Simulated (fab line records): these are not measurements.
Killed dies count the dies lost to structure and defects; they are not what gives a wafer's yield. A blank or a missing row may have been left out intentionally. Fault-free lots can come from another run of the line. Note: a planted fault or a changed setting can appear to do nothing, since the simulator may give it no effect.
fab line records | flow n5_finfet
[record] lots = 13 wafers = 35 last_day = 17
route steps=1938 shown ILD0@338 PASSIVATION@1911
lots with no fault: from the same line, run without faults
start_h: hours from the record's first day to the start of the lot's first wafer shown | wait_h: time in hours since the lot's previous step | " unchanged from the row above | L1.1+2: one row covering several wafers at once | - no value present, or no start provided | * or withheld: withheld | < > ~ a bound
route shown NAME@n: NAME is a module with steps in the file, n the number in the route of the first one | usual: mean and standard deviation over wafers with no fault | same: alike in all rows | chamber/n: place in a boat | sites: per-site readings | _std_site: how widely they spread, as a standard deviation | _edge_site: mean of outer sites minus mean of inner sites | radius_mm: for every site, how far away it sits from the centre of the wafer | mask NAME#n: copy n | behind: the last tool/chamber to shape the wafer | hold: cause of the lot's hold/its duration in hours/its outcome | device: whichever transistor did not switch (one of n, p or np) | end of line: the route-end tests of the same wafers | a step without rows: its recipe alone | killed: not the wafer's yield, but the dies lost to structure and defects at the first sort | map: shows each die of a wafer: x if killed, . if not, _ if none is there
set.NAME: the setting the step ran with; set.NAME@STEP: the setting that earlier step ran with | model.NAME: the simulator's own value behind a step, which no gauge read
steps of the route over a sample of lots; a table a step, a row a wafer
services: the hour from which a tool's chamber was out of use, counted from the record's first day as start_h (under 0 if before that day), plus the number of hours and why
[[steps]]
[step N5_ILD0_CMP_03]
[recipe] stop_on = SiNx t_overpolish_s = 1.9 post_cmp_clean = alkaline_brush down_force_psi = 4.1491 platen_rpm = 51.796 pad_velocity_m_s = 1.0306 target_thk_nm = 197.38
[usual] motor_current_A = 13.4/1.1 overpolish_run_s = 1.900/0.0094 time_to_endpoint_s = 69/4.5
// columns lot.wafer tool chamber start_h wait_h motor_current_A overpolish_run_s time_to_endpoint_s
L519.2 cmp-02 2 90.72 0.0 13.1 1.896 61
L519.3 " 3 " " 11.5 1.890 59
L519.1 " 0 " " 14.1 1.904 67
L520.1 cmp-02 1 97.14 0.1 13.5 1.905 69
L520.5 " 3 " " 11.4 1.896 67
L520.6 " 0 " " 13.9 1.906 66
L521.1 cmp-03 0 105.70 0.0 12.5 1.886 67
L521.5 " 0 " " 12.9 1.888 65
L522.1 cmp-03 2 110.46 0.1 13.3 1.896 68
L522.3 " 3 " " 14.2 1.906 75
L523.2 cmp-02 1 115.81 0.1 12.5 1.906 69
L523.1 " 2 " " 13.6 1.894 66
L523.5 " 1 " " 13.3 1.896 72
L524.3 cmp-03 1 121.88 0.0 15.3 1.911 74
L524.6 " 1 " " 14.5 1.900 74
L526.1 cmp-02 2 137.41 0.1 13.9 1.899 68
L526.5 " 1 " " 12.8 1.916 70
L527.1 cmp-02 1 139.68 0.0 12.8 1.899 70
L527.3 " 2 " " 12.8 1.910 66
L527.2 " 0 " " 13.5 1.907 68
L530.4 cmp-03 1 156.60 0.0 15.3 1.905 72
L530.2 " 3 " " 14.4 1.882 74
L530.6 " 1 " " 14.5 1.893 73
L531.2 cmp-03 3 163.19 0.1 14.5 1.897 75
L531.1 " 1 " " 14.6 1.895 74
L531.6 " 2 " " 13.1 1.903 67
L532.3 cmp-02 0 168.30 0.0 12.9 1.919 69
L532.2 " 1 " " 12.5 1.898 70
L532.1 " 2 " " 13.8 1.902 66
L533.1 cmp-02 1 178.52 0.0 12.5 1.906 67
L533.3 " 2 " " 13.3 1.892 65
L533.2 " 3 " " 11.6 1.897 63
L534.3 cmp-04 3 181.85 0.0 12.6 1.901 71
L534.2 " 2 " " 12.2 1.896 74
L534.5 " 0 " " 13.2 1.904 66
[step N5_PASSIVATION_STRIP_34]
[recipe] chemistry = O2 power_w = 600 temp_c = 60 pressure_mtorr = 30 rf_frequency_hz = 6e+07 bias_power_w = 0 overash_fraction = 2 o2_flow_sccm = 225
[usual] drypump_motor_current_A = 5.6/0.47 oes_product_au = 0.83/0.077 rf_vpp_V = 3.5/1.3 showerhead_plenum_p_Torr = 2.12/0.061 throttle_valve_pct = 16.58/0.14
[same] overash_fraction = 2
// columns lot.wafer tool chamber start_h wait_h drypump_motor_current_A oes_product_au rf_hours_counter_h rf_vpp_V showerhead_plenum_p_Torr throttle_valve_pct
L519.1 rie_diel-06 1 292.06 0.1 6.1 0.95 5 2.8 2.07 16.32
L519.2 " 0 " " 5.7 0.75 174 3.1 2.05 16.36
L519.3 " 3 " " 5.8 0.72 229 4.7 2.03 16.73
L520.1 rie_diel-05 2 296.21 0.1 6.3 0.76 139 2.4 2.21 16.72
L520.5 " 2 " " 6.3 0.77 - 4.0 2.21 16.76
L520.6 " 3 " " 5.6 0.83 - 2.1 2.22 16.51
L521.1 rie_diel-04 2 307.65 0.1 4.8 0.91 25 4.8 2.15 16.66
L521.5 " 1 " " 5.1 0.90 - 4.0 2.14 16.69
L524.3 rie_diel-05 0 320.64 0.1 6.1 0.72 241 3.5 2.13 16.47
L524.6 " 3 " " 5.6 0.83 - 5.5 2.22 16.52
L523.1 rie_diel-04 2 321.35 0.2 4.8 0.90 30 4.6 2.14 16.68
L523.2 " 3 " " 5.4 0.89 55 3.1 2.06 16.67
L523.5 " 1 " " 5.1 0.91 - 3.0 2.14 16.69
L522.1 rie_diel-04 1 321.40 0.1 5.1 0.90 24 4.8 2.14 16.75
L522.3 " 3 " " 5.3 0.86 55 5.5 2.06 16.66
L527.1 rie_diel-05 3 343.60 0.1 5.6 0.82 72 3.5 2.22 16.56
L527.2 " 1 " " 5.2 0.91 52 3.9 2.13 16.56
L527.3 " 2 " " 6.3 0.77 154 5.0 2.20 16.78
L526.1 rie_diel-05 1 343.97 0.1 5.2 0.89 52 4.3 2.13 16.53
L526.5 " 2 " " 6.3 0.75 - 3.3 2.20 16.80
L531.1 rie_diel-04 2 365.64 0.1 4.8 0.87 46 3.2 2.14 16.76
L531.2 " 3 " " 5.4 0.84 72 3.2 2.06 16.64
L531.6 " 0 " " 5.9 0.81 - 4.1 2.03 16.48
L530.2 rie_diel-04 2 365.68 0.1 4.8 0.87 46 1.9 2.14 16.70
L530.4 " 3 " " 5.4 0.84 72 3.4 2.06 16.62
L530.6 " 0 " " 5.9 0.82 - 2.2 2.03 16.49
L532.1 rie_diel-06 0 369.77 0.1 5.7 0.70 200 8.0 2.04 16.44
L532.2 " 1 " " 6.1 0.89 34 4.4 2.06 16.45
L532.3 " 2 " " 6.1 0.68 238 5.7 2.15 16.42
L534.2 rie_diel-04 2 389.28 0.1 4.8 0.86 55 1.8 2.13 16.69
L534.3 " 3 " " 5.4 0.81 82 5.0 2.05 16.73
L534.5 " 3 " " 5.4 0.80 - 2.5 2.05 16.69
L533.1 rie_diel-05 2 395.80 0.1 6.3 0.73 176 3.7 2.20 16.80
L533.2 " 1 " " 5.2 0.87 73 4.5 2.12 16.57
L533.3 " 3 " " 5.6 0.81 93 5.1 2.21 16.58
[step N5_PASSIVATION_OVL_MEAS_66]
[recipe] points_per_wafer = 44
[usual] PASS_OPEN_OVL = 0/4.8
// columns lot.wafer tool chamber start_h wait_h PASS_OPEN_OVL[nm]
L519.1 overlay-01 0 293.14 0.0 -2
L519.2 " 0 " " 1
L519.3 " 0 " " 5
L520.1 overlay-02 0 297.44 0.0 -5
L520.5 " 0 " " -3
L520.6 " 0 " " -9
L521.1 overlay-01 0 308.72 0.0 -8
L521.5 " 0 " " -1
L524.3 overlay-01 0 321.83 0.0 -5
L524.6 " 0 " " 1
L523.1 overlay-01 0 322.43 0.0 3
L523.2 " 0 " " 5
L523.5 " 0 " " 2
L522.1 overlay-02 0 322.59 0.0 -5
L522.3 " 0 " " -8
L527.1 overlay-01 0 344.80 0.0 -2
L527.2 " 0 " " -6
L527.3 " 0 " " -8
L526.1 overlay-02 0 345.04 0.0 -1
L526.5 " 0 " " 9
L531.1 overlay-02 0 366.84 0.0 0
L531.2 " 0 " " 5
L531.6 " 0 " " 7
L530.2 overlay-01 0 366.88 0.0 1
L530.4 " 0 " " 8
L530.6 " 0 " " 9
L532.1 overlay-02 0 370.85 0.0 -4
L532.2 " 0 " " 6
L532.3 " 0 " " 2
L534.2 overlay-01 0 390.46 0.0 5
L534.3 " 0 " " 1
L534.5 " 0 " " 6
L533.1 overlay-01 0 396.88 0.0 -2
L533.2 " 0 " " -1
L533.3 " 0 " " -4
[step N5_PASSIVATION_PROBE_49]
[usual] defect_limited_yield = 91.8/1.5 killed_at_M0_to_M3 = 33/11 killed_at_M4_up = 13/5 killed_at_contacts = 11/5.6 killed_at_front_end = 36/12 killed_at_other = 3.4/2.5 killed_dies = 97/18 killed_on_rim = 12/4.2 killed_open = 64/13 killed_short = 31/6.9 sort_bin_4_leakage = 0.01/0.048 sort_bin_5_function = 4.8/1 sort_bin_6_memory = 3.1/0.64 sort_n_pass = 1083/18 sort_yield_pct = 91.8/1.5
[same] gross_dies = 1180 killed_at_back_side = 0 sort_bin_8_speed[%] = 0
// columns lot.wafer tool chamber start_h wait_h defect_limited_yield[%] killed_at_M0_to_M3 killed_at_M4_up killed_at_contacts killed_at_front_end killed_at_other killed_dies killed_on_rim killed_open killed_short sort_bin_4_leakage[%] sort_bin_5_function[%] sort_bin_6_memory[%] sort_n_pass sort_yield_pct[%]
L519.1 prober-01 - 296.24 0.0 91.0 43 15 4 36 8 106 13 66 40 0 6.1 2.4 1074 91.0
L519.2 prober-01 - 296.29 0.1 91.4 57 11 3 25 6 102 16 76 26 0 5.3 3.1 1078 91.4
L519.3 prober-01 - 296.34 0.1 92.2 37 13 5 36 1 92 11 59 32 0 4.5 3.1 1088 92.2
L520.1 prober-02 - 300.55 0.0 92.6 16 19 11 36 5 87 11 59 26 0 4.7 2.5 1093 92.6
L520.5 prober-02 - 300.75 0.2 92.1 22 19 19 28 5 93 11 72 21 0 5.2 2.5 1087 92.1
L520.6 prober-02 - 300.80 0.3 91.9 25 12 12 41 5 95 8 63 30 0 5.3 2.7 1085 91.9
L521.1 prober-02 - 311.83 0.0 91.9 31 14 17 32 1 95 13 64 31 0 4.2 3.6 1085 91.9
L521.5 prober-02 - 312.03 0.2 92.2 28 14 9 35 6 92 12 64 28 0 5.1 2.5 1088 92.2
L524.3 prober-01 - 325.55 0.1 92.8 24 23 11 27 0 85 12 51 32 0 4.3 2.8 1095 92.8
L524.6 prober-01 - 325.70 0.3 92.5 19 22 9 37 2 89 16 64 24 0 4.0 3.4 1091 92.5
L523.1 prober-02 - 325.74 0.0 93.2 24 20 8 25 3 80 9 55 25 0 4.3 2.4 1100 93.2
L523.2 prober-02 - 325.79 0.1 93.6 23 15 13 25 0 76 10 49 27 0 4.5 1.9 1104 93.6
L523.5 prober-02 - 325.94 0.2 90.6 50 12 17 30 2 111 9 70 41 0 5.6 3.6 1069 90.6
L522.1 prober-01 - 327.44 0.0 93.6 20 7 11 32 6 76 6 49 26 0 3.1 3.1 1104 93.6
L522.3 prober-01 - 327.54 0.1 92.5 24 12 16 35 1 88 10 59 28 0.17 4.1 3.2 1090 92.4
L527.1 prober-02 - 347.92 0.0 90.2 31 10 24 49 2 116 20 71 41 0 5.8 3.7 1064 90.2
L527.2 prober-02 - 347.97 0.1 90.1 40 19 20 37 1 117 9 83 34 0 6.4 3.3 1063 90.1
L527.3 prober-02 - 348.02 0.1 92.0 34 8 20 27 5 94 12 66 26 0 4.6 3.4 1086 92.0
L526.1 prober-01 - 349.03 0.0 92.5 27 7 13 38 3 88 15 55 32 0 4.3 2.9 1092 92.5
L526.5 prober-01 - 349.23 0.2 93.1 23 17 14 27 1 82 11 53 25 0 3.6 2.9 1098 93.1
L531.1 prober-02 - 370.08 0.0 90.5 39 12 14 41 6 112 11 77 30 0 5.9 3.1 1068 90.5
L531.2 prober-02 - 370.13 0.1 91.3 44 15 19 22 3 103 14 66 34 0 4.8 3.4 1077 91.3
L531.6 prober-02 - 370.33 0.3 92.0 47 10 8 26 3 94 13 68 25 0 5.2 2.4 1086 92.0
L530.2 prober-01 - 370.22 0.1 89.1 46 22 20 36 5 129 18 81 41 0 5.7 4.6 1051 89.1
L530.4 prober-01 - 370.32 0.2 90.1 34 20 23 34 6 117 17 79 36 0 5.6 4.3 1063 90.1
L530.6 prober-01 - 370.42 0.3 91.2 21 13 11 54 5 104 17 63 33 0 4.6 3.6 1076 91.2
L532.1 prober-01 - 373.95 0.0 67.2 29 15 11 329 3 387 43 52 36 0 21.2 9.3 793 67.2
L532.2 prober-01 - 374.00 0.1 68.3 33 7 4 329 1 374 50 32 40 0 19.8 10.3 806 68.3
L532.3 prober-01 - 374.05 0.1 65.8 32 15 3 352 1 403 57 59 21 0 20.5 10.9 777 65.8
L534.2 prober-02 - 393.83 0.1 93.6 17 4 7 46 1 75 9 48 26 0 3.6 2.4 1105 93.6
L534.3 prober-02 - 393.88 0.1 91.0 41 16 9 39 1 106 8 73 31 0.51 5.0 3.7 1068 90.5
L534.5 prober-02 - 393.98 0.2 93.0 23 8 12 37 3 83 5 51 29 0 4.0 2.8 1097 93.0
L533.1 prober-02 - 400.22 0.0 67.3 37 7 13 322 7 386 54 59 22 0 20.5 10.2 794 67.3
L533.2 prober-02 - 400.27 0.1 68.7 30 3 10 322 4 369 36 42 23 0 19.2 10.1 811 68.7
L533.3 prober-02 - 400.32 0.1 67.5 32 7 2 338 4 383 44 43 28 0 20.2 10.0 797 67.5
// killed by level:class
L519.1 BEOL_M2:geometric_particle:open=12 BEOL_M4:geometric_particle:open=12 BEOL_M3:geometric_particle:open=9 FIN_SAQP:geometric_particle:open=8 BEOL_M0_SAQP:geometric_particle:short=7 BEOL_M1:geometric_particle:open=6 FIN_SAQP:geometric_particle:short=5 GATE_CUT:geometric_particle:short=4
L519.2 BEOL_M0_SAQP:geometric_particle:open=19 BEOL_M2:geometric_particle:open=14 BEOL_M3:geometric_particle:open=10 BEOL_M0_SAQP:geometric_particle:short=8 FIN_SAQP:geometric_particle:open=6 STARTING-WAFER:geometric_particle:short=4 FIN_SAQP:geometric_particle:short=3 STI_FIN_REVEAL:geometric_particle:open=3
L519.3 BEOL_M3:geometric_particle:open=11 BEOL_M0_SAQP:geometric_particle:short=8 STI_FIN_REVEAL:geometric_particle:open=7 BEOL_M0_SAQP:geometric_particle:open=6 FIN_SAQP:geometric_particle:open=5 STI_FIN_REVEAL:geometric_particle:short=5 MOL_CONTACT_COAG:geometric_particle:open=4 BEOL_M3:geometric_particle:short=4
L520.1 STI_FIN_REVEAL:geometric_particle:open=10 FIN_SAQP:geometric_particle:open=7 MOL_CONTACT_COAG:geometric_particle:open=7 BEOL_M4:geometric_particle:open=7 BEOL_M0_SAQP:geometric_particle:open=6 DUMMY_GATE:geometric_particle:open=4 BEOL_M0_SAQP:geometric_particle:short=4 MOL_CONTACT_COAG:geometric_particle:short=4
L520.5 MOL_CONTACT_COAG:geometric_particle:open=16 STI_FIN_REVEAL:geometric_particle:open=9 BEOL_M0_SAQP:geometric_particle:short=8 BEOL_M4:geometric_particle:open=7 BEOL_M2:geometric_particle:open=6 FIN_SAQP:geometric_particle:open=5 BEOL_M0_SAQP:geometric_particle:open=4 BEOL_M5:geometric_particle:open=4
L520.6 STI_FIN_REVEAL:geometric_particle:open=12 MOL_CONTACT_COAG:geometric_particle:open=9 GATE_CUT:geometric_particle:short=7 BEOL_M0_SAQP:geometric_particle:open=7 DUMMY_GATE:geometric_particle:open=6 BEOL_M2:geometric_particle:open=6 FIN_SAQP:geometric_particle:open=4 BEOL_M0_SAQP:geometric_particle:short=4
L521.1 MOL_CONTACT_COAG:geometric_particle:open=14 BEOL_M0_SAQP:geometric_particle:open=10 BEOL_M0_SAQP:geometric_particle:short=8 BEOL_M3:geometric_particle:open=5 STARTING-WAFER:geometric_particle:open=5 DUMMY_GATE:geometric_particle:open=4 ILD0:geometric_particle:short=4 GATE_CUT:geometric_particle:open=4
L521.5 GATE_CUT:geometric_particle:short=9 BEOL_M0_SAQP:geometric_particle:open=8 BEOL_M1:geometric_particle:open=8 FIN_SAQP:geometric_particle:open=7 DUMMY_GATE:geometric_particle:open=7 MOL_CONTACT_COAG:geometric_particle:open=7 BEOL_M0_SAQP:geometric_particle:short=5 BEOL_M8:geometric_particle:open=5
L524.3 MOL_CONTACT_COAG:geometric_particle:open=8 BEOL_M4:geometric_particle:open=8 BEOL_M0_SAQP:geometric_particle:short=7 FIN_SAQP:geometric_particle:open=6 BEOL_M0_SAQP:geometric_particle:open=5 BEOL_M2:geometric_particle:open=5 BEOL_M4:geometric_particle:short=5 STARTING-WAFER:geometric_particle:open=5
L524.6 DUMMY_GATE:geometric_particle:open=8 MOL_CONTACT_COAG:geometric_particle:open=8 BEOL_M4:geometric_particle:open=8 FIN_SAQP:geometric_particle:open=7 BEOL_M1:geometric_particle:open=5 BEOL_M3:geometric_particle:open=5 STI_FIN_REVEAL:geometric_particle:open=4 STI_FIN_REVEAL:geometric_particle:short=4
L523.1 BEOL_M0_SAQP:geometric_particle:open=8 FIN_SAQP:geometric_particle:open=6 FIN_SAQP:geometric_particle:short=6 BEOL_M0_SAQP:geometric_particle:short=5 BEOL_M4:geometric_particle:open=5 STI_FIN_REVEAL:geometric_particle:open=4 BEOL_M5:geometric_particle:open=4 MOL_CONTACT_COAG:geometric_particle:short=4
L523.2 MOL_CONTACT_COAG:geometric_particle:open=10 FIN_SAQP:geometric_particle:open=8 STI_FIN_REVEAL:geometric_particle:open=6 BEOL_M0_SAQP:geometric_particle:short=5 BEOL_M4:geometric_particle:open=5 BEOL_M0_SAQP:geometric_particle:open=4 BEOL_M5:geometric_particle:open=4 FIN_SAQP:geometric_particle:short=3
L523.5 BEOL_M0_SAQP:geometric_particle:short=18 MOL_CONTACT_COAG:geometric_particle:open=15 BEOL_M0_SAQP:geometric_particle:open=14 BEOL_M2:geometric_particle:short=7 STI_FIN_REVEAL:geometric_particle:open=6 BEOL_M0:geometric_particle:open=5 BEOL_M4:geometric_particle:open=4 FIN_SAQP:geometric_particle:open=3
L522.1 MOL_CONTACT_COAG:geometric_particle:open=10 FIN_SAQP:geometric_particle:short=8 FIN_SAQP:geometric_particle:open=7 BEOL_M3:geometric_particle:open=7 BEOL_M0_SAQP:geometric_particle:open=5 PASS1_CAP:geometric_particle:short=4 STARTING-WAFER:geometric_particle:short=4 STI_FIN_REVEAL:geometric_particle:open=3
L522.3 STI_FIN_REVEAL:geometric_particle:open=10 MOL_CONTACT_COAG:geometric_particle:open=10 FIN_SAQP:geometric_particle:open=8 BEOL_M4:geometric_particle:open=7 MOL_CONTACT_COAG:geometric_particle:short=6 GATE_CUT:geometric_particle:short=5 BEOL_M2:geometric_particle:open=5 BEOL_M0_SAQP:geometric_particle:short=4
L527.1 BEOL_M0_SAQP:geometric_particle:open=14 MOL_CONTACT_COAG:geometric_particle:short=12 MOL_CONTACT_COAG:geometric_particle:open=11 DUMMY_GATE:geometric_particle:open=7 BEOL_M0_SAQP:geometric_particle:short=7 GATE_CUT:geometric_particle:short=6 FIN_SAQP:geometric_particle:short=5 STI_FIN_REVEAL:geometric_particle:open=5
L527.2 MOL_CONTACT_COAG:geometric_particle:open=16 BEOL_M0_SAQP:geometric_particle:open=10 FIN_SAQP:geometric_particle:open=9 DUMMY_GATE:geometric_particle:open=8 BEOL_M3:geometric_particle:open=7 BEOL_M0_SAQP:geometric_particle:short=6 BEOL_M2:geometric_particle:open=6 BEOL_M4:geometric_particle:open=6
L527.3 MOL_CONTACT_COAG:geometric_particle:open=15 BEOL_M0_SAQP:geometric_particle:short=11 BEOL_M0_SAQP:geometric_particle:open=8 DUMMY_GATE:geometric_particle:open=7 BEOL_M1:geometric_particle:open=6 BEOL_M2:geometric_particle:open=6 STARTING-WAFER:geometric_particle:open=5 SPACER0:geometric_particle:open=3
L526.1 FIN_SAQP:geometric_particle:short=12 MOL_CONTACT_COAG:geometric_particle:open=11 BEOL_M1:geometric_particle:open=7 FIN_SAQP:geometric_particle:open=6 STI_FIN_REVEAL:geometric_particle:open=6 BEOL_M2:geometric_particle:open=6 DUMMY_GATE:geometric_particle:open=4 BEOL_M0_SAQP:geometric_particle:open=4
L526.5 MOL_CONTACT_COAG:geometric_particle:open=11 BEOL_M2:geometric_particle:open=8 DUMMY_GATE:geometric_particle:open=6 BEOL_M0_SAQP:geometric_particle:short=5 BEOL_M4:geometric_particle:open=5 FIN_SAQP:geometric_particle:open=4 BEOL_M8:geometric_particle:open=4 FIN_SAQP:geometric_particle:short=3
L531.1 BEOL_M0_SAQP:geometric_particle:open=12 BEOL_M2:geometric_particle:open=12 MOL_CONTACT_COAG:geometric_particle:open=11 FIN_SAQP:geometric_particle:open=10 STI_FIN_REVEAL:geometric_particle:open=5 STARTING-WAFER:geometric_particle:short=5 BEOL_M0_SAQP:geometric_particle:short=5 BEOL_M1:geometric_particle:open=5
L531.2 MOL_CONTACT_COAG:geometric_particle:open=14 BEOL_M0_SAQP:geometric_particle:open=14 BEOL_M0_SAQP:geometric_particle:short=10 BEOL_M1:geometric_particle:open=8 BEOL_M2:geometric_particle:open=6 STI_FIN_REVEAL:geometric_particle:open=5 MOL_CONTACT_COAG:geometric_particle:short=5 STI_FIN_REVEAL:geometric_particle:short=4
L530.2 MOL_CONTACT_COAG:geometric_particle:open=18 BEOL_M1:geometric_particle:open=11 FIN_SAQP:geometric_particle:short=10 BEOL_M3:geometric_particle:open=9 BEOL_M0_SAQP:geometric_particle:short=7 BEOL_M0_SAQP:geometric_particle:open=6 STI_FIN_REVEAL:geometric_particle:open=5 BEOL_M4:geometric_particle:open=5
L530.4 MOL_CONTACT_COAG:geometric_particle:open=20 BEOL_M4:geometric_particle:open=10 FIN_SAQP:geometric_particle:short=7 BEOL_M0_SAQP:geometric_particle:open=7 FIN_SAQP:geometric_particle:open=6 STI_FIN_REVEAL:geometric_particle:open=6 BEOL_M0_SAQP:geometric_particle:short=6 BEOL_M1:geometric_particle:open=6
L531.6 BEOL_M0_SAQP:geometric_particle:short=13 BEOL_M1:geometric_particle:open=10 BEOL_M2:geometric_particle:open=10 MOL_CONTACT_COAG:geometric_particle:open=8 STI_FIN_REVEAL:geometric_particle:open=7 BEOL_M0_SAQP:geometric_particle:open=5 BEOL_M3:geometric_particle:open=5 STARTING-WAFER:geometric_particle:open=5
L530.6 STI_FIN_REVEAL:geometric_particle:open=11 MOL_CONTACT_COAG:geometric_particle:open=11 FIN_SAQP:geometric_particle:short=10 BEOL_M4:geometric_particle:open=8 BEOL_M1:geometric_particle:open=8 HKMG_FIN:area_etch=7 DUMMY_GATE:geometric_particle:open=6 FIN_SAQP:geometric_particle:open=5
L532.1 ILD0:unspecified=293 BEOL_M2:geometric_particle:open=9 FIN_SAQP:geometric_particle:short=8 MOL_CONTACT_COAG:geometric_particle:open=7 BEOL_M0_SAQP:geometric_particle:open=5 FIN_SAQP:geometric_particle:open=4 STI_FIN_REVEAL:geometric_particle:open=4 BEOL_M0:geometric_particle:short=4
L532.2 ILD0:unspecified=301 BEOL_M0_SAQP:geometric_particle:short=11 FIN_SAQP:geometric_particle:short=5 GATE_CUT:geometric_particle:short=4 BEOL_M1:geometric_particle:open=4 BEOL_M2:geometric_particle:open=4 STI_FIN_REVEAL:geometric_particle:open=3 DUMMY_GATE:geometric_particle:open=3
L532.3 ILD0:unspecified=313 BEOL_M0_SAQP:geometric_particle:open=10 BEOL_M2:geometric_particle:open=8 FIN_SAQP:geometric_particle:short=7 HKMG_FIN:area_etch=7 BEOL_M4:geometric_particle:open=6 ILD0:geometric_particle:open=5 GATE_CUT:geometric_particle:short=5
L534.2 FIN_SAQP:geometric_particle:short=9 STI_FIN_REVEAL:geometric_particle:open=9 MOL_CONTACT_COAG:geometric_particle:open=6 STARTING-WAFER:geometric_particle:open=6 SPACER0:geometric_particle:open=4 BEOL_M1:geometric_particle:open=4 BEOL_M2:geometric_particle:open=4 DUMMY_GATE:geometric_particle:short=3
L534.3 STI_FIN_REVEAL:geometric_particle:open=16 BEOL_M1:geometric_particle:open=13 BEOL_M0_SAQP:geometric_particle:short=7 MOL_CONTACT_COAG:geometric_particle:open=7 BEOL_M5:geometric_particle:open=6 FIN_SAQP:geometric_particle:open=5 BEOL_M0_SAQP:geometric_particle:open=5 BEOL_M1:geometric_particle:short=5
L534.5 MOL_CONTACT_COAG:geometric_particle:open=11 STI_FIN_REVEAL:geometric_particle:open=10 BEOL_M1:geometric_particle:open=8 BEOL_M0_SAQP:geometric_particle:short=6 FIN_SAQP:geometric_particle:open=5 GATE_CUT:geometric_particle:short=5 STI_FIN_REVEAL:geometric_particle:short=4 BEOL_M2:geometric_particle:open=4
L533.1 ILD0:unspecified=305 BEOL_M2:geometric_particle:open=16 MOL_CONTACT_COAG:geometric_particle:open=12 BEOL_M0_SAQP:geometric_particle:short=9 BEOL_M0_SAQP:geometric_particle:open=7 STI_FIN_REVEAL:geometric_particle:open=3 FIN_SAQP:geometric_particle:short=2 DUMMY_GATE:geometric_particle:open=2
L533.2 ILD0:unspecified=304 MOL_CONTACT_COAG:geometric_particle:open=10 BEOL_M0_SAQP:geometric_particle:short=8 BEOL_M3:geometric_particle:open=8 FIN_SAQP:geometric_particle:short=5 BEOL_M0_SAQP:geometric_particle:open=5 BEOL_M2:geometric_particle:open=5 STI_FIN_REVEAL:geometric_particle:open=3
L533.3 ILD0:unspecified=312 BEOL_M0_SAQP:geometric_particle:short=7 BEOL_M2:geometric_particle:open=5 DUMMY_GATE:geometric_particle:open=5 BEOL_M0_SAQP:geometric_particle:open=5 BEOL_M1:geometric_particle:open=5 BEOL_M3:geometric_particle:open=5 STARTING-WAFER:geometric_particle:short=4
[[services]]
// columns tool chamber start_h hours kind
rie_diel-06 1 80.31 8.1 repair
cmp-02 - 81.43 4.0 pm
rie_diel-06 0 81.71 7.0 repair
cmp-03 - 98.21 7.3 pm
cmp-02 - 118.62 3.4 pm
cmp-03 - 136.48 0.7 repair
cmp-03 - 167.76 4.0 pm
cmp-02 - 202.83 2.3 repair
rie_diel-04 2 217.90 5.7 repair
rie_diel-05 0 230.90 5.1 repair
cmp-02 - 239.17 1.1 repair
cmp-02 - 261.89 2.7 repair
cmp-02 - 279.84 2.0 repair
cmp-02 - 286.12 25.1 repair
cmp-03 - 286.72 6.2 pm
rie_diel-04 3 307.04 5.2 repair
rie_diel-04 1 324.53 5.2 repair
cmp-02 - 331.59 0.3 repair
rie_diel-05 2 336.31 4.8 repair
cmp-03 - 343.74 17.0 pm
cmp-02 - 354.33 4.0 pm
cmp-02 - 364.00 16.6 pm
rie_diel-05 0 379.50 2.6 repair
cmp-02 - 387.58 2.9 repair
[[key]]
[first_sign] step = N5_PASSIVATION_PROBE_49 reading = killed_at_front_end direction = up sigmas = 25 usual = 36 struck = 332
[effect] step = N5_PASSIVATION_PROBE_49 reading = defect_limited_yield direction = down sigmas = 16 usual = 91.8 struck = 67.5
[more_kills_born_at] N5_ILD0_CMP_03@cmp-02 = 1828
met_at N5_ILD0_CMP_03
struck_lots L532,L533
not_acting_at N5_PASSIVATION_STRIP_34,N5_PASSIVATION_OVL_MEAS_66
onset_between 139.68 168.30
[fault] kind = chamber_particle_source tool = cmp-02 chamber = - onset_h = 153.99 steps = N5_ILD0_CMP_03 rate_per_visit_cm2 = 0.57889 end_h = 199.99
